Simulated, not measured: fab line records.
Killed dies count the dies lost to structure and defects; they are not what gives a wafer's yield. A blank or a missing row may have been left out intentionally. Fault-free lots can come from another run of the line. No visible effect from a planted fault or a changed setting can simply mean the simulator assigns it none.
A single fault, viewed from 3 desks || flow n5 finfet || each desk holds nothing but its own numbers, with what lay behind them at the end

## DESK OF THE TOOL OWNER: ald sin-04
The tool's own readings at N5_SPACER0_ALD_08 (deposits SiNx, target thk 2 nm): means of the sampled wafers that have a number, for each lot that ran on this tool. Marked OUT: a lot whose mean sits more than 4 standard deviations from the usual mean, which makes it out of limits; the brackets give that distance.
Columns: A = heater power w at N5_SPACER0_ALD_08, usual 857 W
{"lot": "L332", "first seen here": "day 4 06:10", "A": 1075}
{"lot": "L336", "first seen here": "day 5 00:53", "A": 922}
{"lot": "L338", "first seen here": "day 5 12:28", "A": 916}
This desk found nothing out of limits on any of the 3 lots.

## THE DEFECT DESK
Counts from the inspections along the route, per lot, as means over the sampled wafers that have a number. Marked OUT: a lot whose mean sits more than 4 standard deviations from the usual mean, which makes it out of limits; the brackets give that distance.
Columns: A = raw defect count at N5_DUMMY_GATE_INSPECT_27, usual 286; B = raw defect count at N5_SPACER0_INSPECT_04, usual 133; C = raw defect count at N5_SD_EPI_N_INSPECT_11, usual 2.1
{"lot": "L332", "first seen here": "day 4 05:43", "A": 265, "B": 109, "C": 1.7}
{"lot": "L336", "first seen here": "day 4 23:13", "A": 295, "B": 148, "C": 2.7}
{"lot": "L337", "first seen here": "day 5 08:44", "A": 241, "B": 143, "C": 1.7}
{"lot": "L338", "first seen here": "day 5 11:56", "A": 252, "B": 129, "C": 2.0}
{"lot": "L347", "first seen here": "day 7 20:57", "A": 232, "B": 117, "C": 2.7}
{"lot": "L349", "first seen here": "day 8 05:44", "A": 297, "B": 116, "C": 1.7}
This desk found nothing out of limits on any of the 6 lots.

## THE METROLOGY DESK
Lot by lot, what the gauges showed, no matter which tool ran the lot: averages of those sampled wafers that carry a number. Marked OUT: a lot whose mean sits more than 4 standard deviations from the usual mean, which makes it out of limits; the brackets give that distance.
Columns: A = cd nm at N5_DUMMY_GATE_CD_MEAS_24, usual 15.0 nm; B = cd nm at N5_SD_EPI_N_CD_MEAS_09, usual 120.1 nm; C = SD_N_BLK_OVL at N5_SD_EPI_N_OVL_MEAS_10, usual 0.0 nm
{"lot": "L332", "first seen here": "day 4 05:26", "A": 14.9, "B": 121.0, "C": -0.5}
{"lot": "L336", "first seen here": "day 4 22:56", "A": 15.1, "B": 119.3, "C": 1.0}
{"lot": "L337", "first seen here": "day 5 08:27", "A": 14.8, "B": 120.6, "C": 0.4}
{"lot": "L338", "first seen here": "day 5 11:40", "A": 14.9, "B": 120.7, "C": 0.1}
{"lot": "L347", "first seen here": "day 7 20:33", "A": 15.1, "B": 119.1, "C": -1.1}
{"lot": "L349", "first seen here": "day 8 05:19", "A": 14.9, "B": 119.2, "C": -0.4}
This desk found nothing out of limits on any of the 6 lots.

## TAKEN TOGETHER
Nothing out of limits was seen by the tool owner's desk.
Nothing the defect desk looked at was out of limits.
At the metrology desk, nothing out of limits was observed.

## WHAT THE SIMULATOR HAD INSERTED
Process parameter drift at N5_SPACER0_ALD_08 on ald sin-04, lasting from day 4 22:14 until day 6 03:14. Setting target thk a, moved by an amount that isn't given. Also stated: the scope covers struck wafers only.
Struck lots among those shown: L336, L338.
